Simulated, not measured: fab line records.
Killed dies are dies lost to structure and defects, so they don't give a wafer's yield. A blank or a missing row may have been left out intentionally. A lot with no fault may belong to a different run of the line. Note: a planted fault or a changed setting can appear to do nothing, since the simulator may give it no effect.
Split-lot study | flow n5_finfet | 7 lots, 39 wafers read, on a route of 1938 steps

## ABOUT THE SPLIT
At N5_BEOL_M1_PECVD_72 (deposits SiO2 from TEOS/O2, target thk 16 nm, time 18 s), the setting time_s was moved away from the recipe's 18 s on 18 of the 39 wafers read, by -54.5% to +56.2%. The other wafers ran this setting at the recipe's value.

The reading is taken at the split's own step.

## THE READING
SiO2_of_BEOL_M1_PECVD_72.thk_nm (the simulator's own value, which no gauge read), in nm, at N5_BEOL_M1_PECVD_72 (deposits SiO2 from TEOS/O2, target thk 16 nm, time 18 s). The file does not state a usual value for it. Average 16.1 nm, standard deviation 0.2 nm, over the 21 wafers here run with the recipe.

wafer  | tool, chamber at the split | time_s as run, s | against the recipe | SiO2_of_BEOL_M1_PECVD_72.thk_nm, nm | against lot-mates on the recipe
L077.1 | pecvd-02, 1,0              | 18               | recipe             | 16.2                                | -
L077.3 | pecvd-02, 1,0              | 18               | recipe             | 16.2                                | -
L077.2 | pecvd-02, 2                | 28.11            | +56.2%             | 24.2                                | +8.1
L077.4 | pecvd-02, 2                | 28.11            | +56.2%             | 24.6                                | +8.5
L077.5 | pecvd-02, 0                | 28.11            | +56.2%             | 25.2                                | +9.1
L077.6 | pecvd-02, 1                | 18               | recipe             | 16                                  | -
L079.3 | pecvd-03, 1                | 18               | recipe             | 16                                  | -
L079.4 | pecvd-03, 1,2              | 18               | recipe             | 16.2                                | -
L079.5 | pecvd-03, 1,2              | 18               | recipe             | 16.2                                | -
L083.1 | pecvd-02, 2                | 27.52            | +52.9%             | 23.6                                | +7.5
L083.2 | pecvd-02, 0                | 18               | recipe             | 16.4                                | -
L083.3 | pecvd-02, 1                | 27.52            | +52.9%             | 24.2                                | +8.1
L083.4 | pecvd-02, 2,1              | 18               | recipe             | 16                                  | -
L083.5 | pecvd-02, 2,1              | 18               | recipe             | 16                                  | -
L083.6 | pecvd-02, 0                | 27.52            | +52.9%             | 24.6                                | +8.5
L084.1 | pecvd-01, 1                | 23.11            | +28.4%             | 20.2                                | +4.1
L084.2 | pecvd-01, 2                | 18               | recipe             | 15.8                                | -
L084.3 | pecvd-01, 1,2              | 23.11            | +28.4%             | 20.6                                | +4.5
L084.6 | pecvd-01, 1,2              | 23.11            | +28.4%             | 20.6                                | +4.5
L084.4 | pecvd-01, 2,1              | 18               | recipe             | 16.2                                | -
L084.5 | pecvd-01, 2,1              | 18               | recipe             | 16.2                                | -
L086.1 | pecvd-01, 2                | 12.36            | -31.3%             | 11.4                                | -4.8
L086.6 | pecvd-01, 2                | 12.36            | -31.3%             | 11.4                                | -4.8
L086.2 | pecvd-01, 0                | 18               | recipe             | 16.2                                | -
L086.3 | pecvd-01, 1                | 18               | recipe             | 16                                  | -
L086.4 | pecvd-01, 1                | 12.36            | -31.3%             | 11.6                                | -4.6
L086.5 | pecvd-01, 0                | 18               | recipe             | 16.4                                | -
L092.1 | pecvd-02, 0                | 8.186            | -54.5%             | 7.2                                 | -8.7
L092.2 | pecvd-02, 1                | 18               | recipe             | 15.6                                | -
L092.3 | pecvd-02, 1,0              | 18               | recipe             | 16                                  | -
L092.5 | pecvd-02, 1,0              | 18               | recipe             | 16                                  | -
L092.4 | pecvd-02, 0,1              | 8.186            | -54.5%             | 7.4                                 | -8.5
L092.6 | pecvd-02, 0,1              | 8.186            | -54.5%             | 7.4                                 | -8.5
L095.1 | pecvd-03, 0                | 18               | recipe             | 15.8                                | -
L095.2 | pecvd-03, 1,2              | 22.12            | +22.9%             | 19.4                                | +3.3
L095.3 | pecvd-03, 1,2              | 22.12            | +22.9%             | 19.4                                | +3.3
L095.4 | pecvd-03, 2                | 18               | recipe             | 16.4                                | -
L095.5 | pecvd-03, 0                | 18               | recipe             | 16.2                                | -
L095.6 | pecvd-03, 1                | 22.12            | +22.9%             | 19.6                                | +3.5
When a row names more than one chamber, that row covers several wafers, and the file does not tell which wafer ran in which chamber.

FIT RESULTS
A straight line over all 39 wafers: SiO2_of_BEOL_M1_PECVD_72.thk_nm changes by +0.154 nm for each +1% of time_s; r = +1.00; the points scatter about the line by 0.27 nm.
The same after taking each lot's own level away (the mean of its wafers on the recipe; 39 wafers): +0.153 nm for each +1%; r = +1.00; scatter 0.24 nm.
The reading moves by 8.6 nm for the largest change in time_s, on that fit.
The lots' own levels span 15.87 to 16.20 nm, that is 1.7 times the standard deviation above.
The two slopes agree, so the slope changes little with the lot-to-lot level.
Check: for one of the wafers moved furthest among these (+56.2%), held out of the fit, the line's prediction against its lot-mates is +8.62 nm. It came out at +8.07 nm against them.

## OTHER SPLITS ON THESE WAFERS
These wafers also went through other splits before the reading. Each is held against what the fit with the lots' levels taken away leaves over:
other split on the same wafers             | wafers away from the commonest value | r with SiO2_of_BEOL_M1_PECVD_72.thk_nm (lot level and that fit taken away)
N5_ZERO_LAYER_DEVELOP_10 develop_time_s    | 15                                   | -0.23
N5_FIN_SAQP_ETCH_65 time_s                 | 15                                   | +0.19
N5_MOL_CONTACT_COAG_ETCH_15 target_depth_a | 9                                    | -0.08
N5_BEOL_M0_SAQP_ETCH_106 target_depth_a    | 15                                   | -0.13

## THE FILE'S OWN FIT
SiO2_of_BEOL_M1_PECVD_72.thk_nm changes by +0.153 nm for each +1% of time_s, r = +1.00.
